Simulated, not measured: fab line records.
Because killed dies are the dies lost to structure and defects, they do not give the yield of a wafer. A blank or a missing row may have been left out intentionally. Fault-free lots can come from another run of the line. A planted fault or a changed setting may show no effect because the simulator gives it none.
Chamber matching    flow n5 finfet    N5_BEOL_M10_CURE_72 on uv cure-03 has 3 sister chambers
The step cures SiCOH lowk, time 120 s. 16 wafers are shown with their chamber, then 8 later ones without.

== WAFERS, EACH WITH ITS CHAMBER ==
wafer   chamber  wafer_temp_C_max  lamp power pct (%)
L077.1  2        371.8             52.29
L077.2  2        372.0             52.29
L077.5  2        372.2             52.32
L078.1  0        372.0             52.30
L078.3  0        372.0             52.35
L078.6  0        372.7             52.39
L079.2  0        372.8             52.32
L079.3  0        372.2             52.33
L079.6  0        372.9             52.35
L081.2  1        371.4             52.23
L081.5  1        372.1             52.35
L081.6  1        371.2             52.38
L084.4  2        372.3             52.22
L084.5  2        371.6             52.31
L084.6  2        371.3             52.37
L087.4  1        371.6             52.28

SIGNATURES, as means of the wafers listed above
reading           chamber 0  chamber 1  chamber 2  scatter within a chamber
wafer_temp_C_max  372.433    371.575    371.867    0.394
lamp power pct    52.3400    52.3100    52.3000    0.0485
Rule: for each reading, subtract the chamber's mean from the wafer's reading, divide by that reading's scatter and square the result; add these up over the readings and take the root, which gives the wafer's distance from the chamber. If the next closest chamber is less than 2 further off than the closest, the wafer can't be placed; otherwise it belongs to the closest. The scatter: take each reading less its chamber's mean, square it, sum over the shown wafers, divide by the number of wafers less the number of chambers, and take the root.

== WAFERS WITH NO CHAMBER GIVEN ==
wafer   wafer_temp_C_max  lamp power pct (%)
L087.5  370.9             52.33
L087.6  371.1             52.23
L094.1  371.6             52.35
L094.4  371.9             52.31
L094.5  371.8             52.27
L097.1  371.4             52.31
L097.3  371.5             52.29
L097.6  371.3             52.24

== CHAMBER TAKEN BY EACH ==
wafer   from the rows above           in truth
L087.5  can't be placed: 1 or 2       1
L087.6  can't be placed: 1 or 2       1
L094.1  can't be placed: 1 or 2 or 0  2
L094.4  can't be placed: 2 or 1 or 0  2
L094.5  can't be placed: 2 or 1 or 0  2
L097.1  can't be placed: 1 or 2       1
L097.3  can't be placed: 1 or 2       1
L097.6  can't be placed: 1 or 2 or 0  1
Placed correctly: 0 of 8. Can't be placed from these rows: 8 (the true chamber is among the candidates in 8). Number placed wrongly: 0.
